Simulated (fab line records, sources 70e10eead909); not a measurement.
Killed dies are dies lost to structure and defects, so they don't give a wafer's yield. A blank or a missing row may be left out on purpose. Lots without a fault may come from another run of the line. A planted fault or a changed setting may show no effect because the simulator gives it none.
Which tool did it? | flow nand_harc | 11 lots, 33 wafers sampled, at 5 steps of a route of 1159

WHAT THE GAUGES READ, wafer by wafer
NHARC_END_SORT_01. Usual: killed_at_array 29, standard deviation 10; killed_at_other 0.7, standard deviation 1.1; killed_at_periphery 3.3, standard deviation 2.4; killed_dies 33, standard deviation 11; killed_open 3.3, standard deviation 2; killed_short 1.9, standard deviation 1.3.
lot  | measured     | on        | killed_at_array | killed_at_other | killed_at_periphery | killed_dies | killed_open | killed_short | flag
L784 | day 19 13:31 | prober-01 | 21 26 18        | 0 0 0           | 4 2 2               | 25 28 20    | 2 4 2       | 4 5 1        |
L791 | day 22 01:53 | prober-01 | 676 675 677     | 0 0 0           | 1 2 0               | 677 677 677 | 2 4 1       | 3 2 1        | OFF
L789 | day 22 01:58 | prober-02 | 672 675 673     | 1 0 1           | 4 2 3               | 677 677 677 | 4 5 2       | 2 2 1        | OFF
L797 | day 24 05:45 | prober-02 | 40 40 50        | 0 3 0           | 2 2 7               | 42 45 57    | 1 4 5       | 3 3 1        |
L796 | day 24 07:22 | prober-01 | 16 14 13        | 0 1 0           | 5 6 0               | 21 21 13    | 3 6 2       | 2 2 1        |
L799 | day 24 14:37 | prober-01 | 33 32 29        | 0 0 1           | 6 5 0               | 39 37 30    | 1 2 2       | 1 1 1        |

WHICH TOOL RAN EACH LOT (tool, then ch and the chambers of the sampled wafers, then the start)
lot  | NHARC_A_CONTACT_ETCH_48            | NHARC_A_CONTACT_ETCH_50                       | NHARC_A_CONTACT_ETCH_115             | NHARC_A_CONTACT_ETCH_116
L784 | rie_diel-13 ch 0,2, day 16 17:19   | rie_diel-13 ch 1,2, day 16 18:59 or earlier   | har_cap_etch-01 ch 0,1, day 16 18:59 | har_cap_etch-01 ch 0,1, day 16 19:04
L783 | rie_diel-01 ch 0,2,3, day 16 21:08 | rie_diel-01 ch 0,2,3, day 16 22:58 or earlier | har_cap_etch-01 ch 0, day 16 22:58   | har_cap_etch-01 ch 0, day 16 23:05
L791 | rie_diel-13 ch 0,2,3, day 18 18:51 | rie_diel-13 ch 0,1,2, day 18 20:30 or earlier | har_cap_etch-02 ch 0,1, day 18 20:30 | har_cap_etch-02 ch 0,1, day 18 20:35
L789 | rie_diel-06 ch 1,3, day 18 19:32   | rie_diel-06 ch 0,1,3, day 18 21:22 or earlier | har_cap_etch-01 ch 0,1, day 18 21:22 | har_cap_etch-01 ch 0,1, day 18 21:29
L797 | rie_diel-01 ch 0,3, day 20 14:44   | rie_diel-13 ch 0,1,3, day 20 15:40            | har_cap_etch-02 ch 0,1, day 20 16:53 | har_cap_etch-02 ch 0,1, day 20 16:58
L796 | rie_diel-13 ch 0,1,3, day 20 20:05 | rie_diel-13 ch 0,1,2, day 20 21:46 or earlier | har_cap_etch-01 ch 0,1, day 20 21:46 | har_cap_etch-01 ch 0,1, day 20 21:51
L799 | rie_diel-13 ch 0,2,3, day 21 03:55 | rie_diel-13 ch 0,1,2, day 21 05:36 or earlier | har_cap_etch-01 ch 0,1, day 21 05:36 | har_cap_etch-01 ch 0,1, day 21 05:41
L800 | rie_diel-13 ch 0,2,3, day 21 18:02 | rie_diel-13 ch 0,1,3, day 21 19:42 or earlier | har_cap_etch-03 ch 0,1, day 21 19:42 | har_cap_etch-03 ch 0,1, day 21 19:47
L802 | rie_diel-13 ch 1,2,3, day 22 03:22 | rie_diel-13 ch 1,2, day 22 05:02 or earlier   | har_cap_etch-01 ch 0,1, day 22 05:02 | har_cap_etch-01 ch 0,1, day 22 05:07
L803 | rie_diel-01 ch 0,2,3, day 22 03:50 | rie_diel-01 ch 0,2,3, day 22 05:37 or earlier | har_cap_etch-02 ch 0,1, day 22 05:37 | har_cap_etch-02 ch 0,1, day 22 05:43
L804 | rie_diel-13 ch 1,2,3, day 22 16:40 | rie_diel-13 ch 0,1,2, day 22 18:18 or earlier | har_cap_etch-02 ch 0,1, day 22 18:18 | har_cap_etch-02 ch 0,1, day 22 18:23
- NHARC_A_CONTACT_ETCH_48: etches the open film in CF4, target depth 39 nm, time 65 s.
- NHARC_A_CONTACT_ETCH_50: etches the open film in CF4/CHF3, target depth 84.7 nm, time 42.4 s.
- NHARC_A_CONTACT_ETCH_115: etches the open film in C4F8/O2/Ar, time 94 s, target depth 922 nm.
- NHARC_A_CONTACT_ETCH_116: etches the open film in C4F8/O2/Ar, time 94 s, target depth 922 nm.

WHAT THE TOOLS THEMSELVES READ (means of the sampled wafers that have a number; where no wafer has one, the mark that the record gives instead)
NHARC_A_CONTACT_ETCH_48. Usual: bias_w 100.0 W, standard deviation 0.32; cf4_flow_sccm 150.0 sccm, standard deviation 0.44; drypump_motor_current_A 5.7 A, standard deviation 0.37; oes_product_au 1.002 a.u., standard deviation 0.014; rf_vpp_V 151.5 V, standard deviation 1.1; showerhead_plenum_p_Torr 1.78 Torr, standard deviation 0.065; throttle_valve_pct 13.283 %, standard deviation 0.0086.
lot  | tool        | bias_w (W) | cf4_flow_sccm (sccm) | drypump_motor_current_A (A) | oes_product_au (a.u.) | rf_vpp_V (V) | showerhead_plenum_p_Torr (Torr) | throttle_valve_pct (%) | flag
L784 | rie_diel-13 | 99.6       | 150.0                | 5.8                         | 1.022                 | 150.0        | 1.72                            | 13.293                 |
L783 | rie_diel-01 | 100.0      | 150.4                | 5.9                         | 1.005                 | 151.7        | 1.81                            | 13.278                 |
L791 | rie_diel-13 | 99.9       | 149.7                | 5.7                         | 1.004                 | 150.7        | 1.72                            | 13.283                 |
L789 | rie_diel-06 | 100.2      | 149.8                | 5.6                         | 1.001                 | 151.2        | 1.74                            | 13.283                 |
L797 | rie_diel-01 | 100.0      | 150.2                | 6.1                         | 0.987                 | 151.9        | 1.81                            | 13.285                 |
L796 | rie_diel-13 | 99.9       | 150.1                | 5.7                         | 0.993                 | 151.4        | 1.84                            | 13.281                 |
L799 | rie_diel-13 | 100.0      | 150.1                | 5.8                         | 1.003                 | 151.0        | 1.81                            | 13.284                 |
L800 | rie_diel-13 | 99.9       | 150.0                | 5.8                         | 1.003                 | 151.7        | 1.81                            | 13.287                 |
L802 | rie_diel-13 | 99.8       | 150.2                | 5.8                         | 0.999                 | 152.0        | 1.79                            | 13.280                 |
L803 | rie_diel-01 | 100.3      | 150.5                | 5.8                         | 1.008                 | 151.6        | 1.80                            | 13.282                 |
L804 | rie_diel-13 | 100.2      | 149.8                | 5.7                         | 1.001                 | 152.4        | 1.79                            | 13.271                 |

NHARC_A_CONTACT_ETCH_50. Usual: bias_w 200.0 W, standard deviation 0.57; cf4_flow_sccm 100.0 sccm, standard deviation 0.32; drypump_motor_current_A 5.7 A, standard deviation 0.36; oes_product_au 0.960 a.u., standard deviation 0.02; rf_vpp_V 371.0 V, standard deviation 2.2; showerhead_plenum_p_Torr 1.58 Torr, standard deviation 0.063; throttle_valve_pct 16.802 %, standard deviation 0.0092.
lot  | tool        | bias_w (W) | cf4_flow_sccm (sccm) | drypump_motor_current_A (A) | oes_product_au (a.u.) | rf_vpp_V (V) | showerhead_plenum_p_Torr (Torr) | throttle_valve_pct (%) | flag
L784 | rie_diel-13 | 199.5      | 100.0                | 5.7                         | 0.957                 | 371.5        | 1.61                            | 16.798                 |
L783 | rie_diel-01 | 200.0      | 100.3                | 5.9                         | 0.976                 | 372.2        | 1.62                            | 16.801                 |
L791 | rie_diel-13 | 200.0      | 99.7                 | 5.7                         | 0.965                 | 369.9        | 1.55                            | 16.796                 |
L789 | rie_diel-06 | 200.1      | 100.1                | 5.7                         | 0.949                 | 369.8        | 1.55                            | 16.801                 |
L797 | rie_diel-13 | 200.0      | 100.1                | 5.6                         | 0.997                 | 372.3        | 1.64                            | 16.800                 |
L796 | rie_diel-13 | 199.9      | 99.5                 | 5.7                         | 0.952                 | 373.0        | 1.63                            | 16.797                 |
L799 | rie_diel-13 | 199.9      | 99.9                 | 5.7                         | 0.963                 | 371.6        | 1.63                            | 16.802                 |
L800 | rie_diel-13 | 199.4      | 100.1                | 5.7                         | 0.976                 | 372.8        | 1.64                            | 16.797                 |
L802 | rie_diel-13 | 199.8      | 100.0                | 5.7                         | 0.976                 | 371.0        | 1.58                            | 16.812                 |
L803 | rie_diel-01 | 200.4      | 99.9                 | 5.9                         | 0.949                 | 371.0        | 1.61                            | 16.802                 |
L804 | rie_diel-13 | 199.4      | 100.1                | 5.7                         | 0.970                 | 372.6        | 1.63                            | 16.809                 |

NHARC_A_CONTACT_ETCH_115. Usual: chamber_pressure_mTorr 20.000 mTorr, standard deviation 0.019; oes_air_line_au 1.001 a.u., standard deviation 0.022.
lot  | tool            | chamber_pressure_mTorr (mTorr) | oes_air_line_au (a.u.) | flag
L784 | har_cap_etch-01 | 19.997                         | 0.991                  |
L783 | har_cap_etch-01 | 20.015                         | 0.992                  |
L791 | har_cap_etch-02 | 19.991                         | 0.986                  |
L789 | har_cap_etch-01 | 19.992                         | 0.995                  |
L797 | har_cap_etch-02 | 20.014                         | 1.017                  |
L796 | har_cap_etch-01 | 19.989                         | 0.993                  |
L799 | har_cap_etch-01 | 20.008                         | 0.992                  |
L800 | har_cap_etch-03 | 19.993                         | 1.012                  |
L802 | har_cap_etch-01 | 19.999                         | 1.025                  |
L803 | har_cap_etch-02 | 19.994                         | 1.022                  |
L804 | har_cap_etch-02 | 19.998                         | 1.009                  |

NHARC_A_CONTACT_ETCH_116. Usual: chamber_pressure_mTorr 19.998 mTorr, standard deviation 0.017; oes_air_line_au 0.995 a.u., standard deviation 0.019.
lot  | tool            | chamber_pressure_mTorr (mTorr) | oes_air_line_au (a.u.) | flag
L784 | har_cap_etch-01 | 19.990                         | 0.988                  |
L783 | har_cap_etch-01 | 19.978                         | 0.976                  |
L791 | har_cap_etch-02 | -                              | -                      | OFF
L789 | har_cap_etch-01 | -                              | -                      | OFF
L797 | har_cap_etch-02 | 20.003                         | 0.997                  |
L796 | har_cap_etch-01 | 19.998                         | 0.988                  |
L799 | har_cap_etch-01 | 19.997                         | 1.010                  |
L800 | har_cap_etch-03 | 19.987                         | 1.009                  |
L802 | har_cap_etch-01 | 20.000                         | 1.007                  |
L803 | har_cap_etch-02 | 20.001                         | 0.993                  |
L804 | har_cap_etch-02 | 20.014                         | 0.990                  |

THE ANSWER, worked out from the rows above alone
Rule: a lot is off if the mean of its wafers that have a number lies more than 3 standard deviations from the usual mean. A lot without any number at a reading at which 4 lots or more have one is off too. The other lots that the step has rows for count as sound. The gauges are gone through in route order, then the tools' own readings, and for those a lot's mean is taken as printed above. The first step at which some lot is off is used, and at that step the reading that is off furthest; a lot without a number counts as furthest.
Off: L791, L789, at NHARC_END_SORT_01 (killed_at_array). Neither off nor sound, because the step has no rows for them: L783, L800, L802, L803, L804.
A tool fits if, at a process step before that reading, it ran every lot that is off, and no sound lot after the first of them. The gauges at NHARC_END_SORT_01 aren't tried: what is off there is off at NHARC_A_CONTACT_ETCH_116 too, on other tools, and a gauge's error can't cause that. NHARC_A_CONTACT_ETCH_50 gives no start for some lots, so the hours and the order of its lots are those of NHARC_A_CONTACT_ETCH_115. None of those tried fits.

WHAT THE SIMULATOR HAD PUT IN
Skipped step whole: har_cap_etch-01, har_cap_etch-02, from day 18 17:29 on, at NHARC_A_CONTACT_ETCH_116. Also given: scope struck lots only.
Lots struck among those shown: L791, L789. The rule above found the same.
